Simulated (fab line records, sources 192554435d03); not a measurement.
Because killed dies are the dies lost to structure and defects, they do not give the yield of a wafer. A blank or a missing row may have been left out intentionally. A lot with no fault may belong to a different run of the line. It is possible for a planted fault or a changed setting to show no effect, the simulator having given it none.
Matching of chambers | flow n5 finfet | N5_BEOL_M8_ETCH_62 on rie diel-05: 4 sister chambers
The step etches SOC in N2/H2, target depth 110 nm, overetch 22 nm, time 165 s. 4 wafers are shown with their chamber, then 9 later ones without.

## WAFERS PAIRED WITH THEIR CHAMBERS
wafer  | chamber | drypump motor current A (A)
L083.5 | 3       | 5.7
L086.1 | 0       | 5.6
L088.3 | 1       | 5.1
L088.5 | 2       | 6.3

## WAFERS WITHOUT THEIR CHAMBER
wafer  | drypump motor current A (A)
L093.1 | 5.8
L093.3 | 5.7
L093.6 | 6.2
L095.3 | 5.6
L095.4 | 6.2
L095.5 | 5.1
L097.1 | 6.3
L097.2 | 5.7
L097.3 | 5.1

## CHAMBER TAKEN BY EACH
wafer  | from the rows above     | in truth
L093.1 | can't be placed: 3 or 0 | 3
L093.3 | can't be placed: 3 or 0 | 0
L093.6 | 2                       | 2
L095.3 | can't be placed: 0 or 3 | 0
L095.4 | 2                       | 2
L095.5 | 1                       | 1
L097.1 | 2                       | 2
L097.2 | can't be placed: 3 or 0 | 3
L097.3 | 1                       | 1
Correctly placed: 5 of 9. These rows do not allow placing 4 (true chamber among the candidates in 4). 0 placed wrongly.
How it was worked out, from the rows above alone: a wafer's distance from a chamber is the root of the sum, over the readings, of the square of ((its reading less the chamber's mean) divided by the reading's scatter). The wafer belongs to the nearest chamber; if the next one is less than 2 further off, it can't be placed. For every chamber, the mean is computed from those of its wafers that are shown. The scatter: with one shown wafer a chamber, the root of the mean of the squares of how far each hidden wafer lies from its nearest shown one.
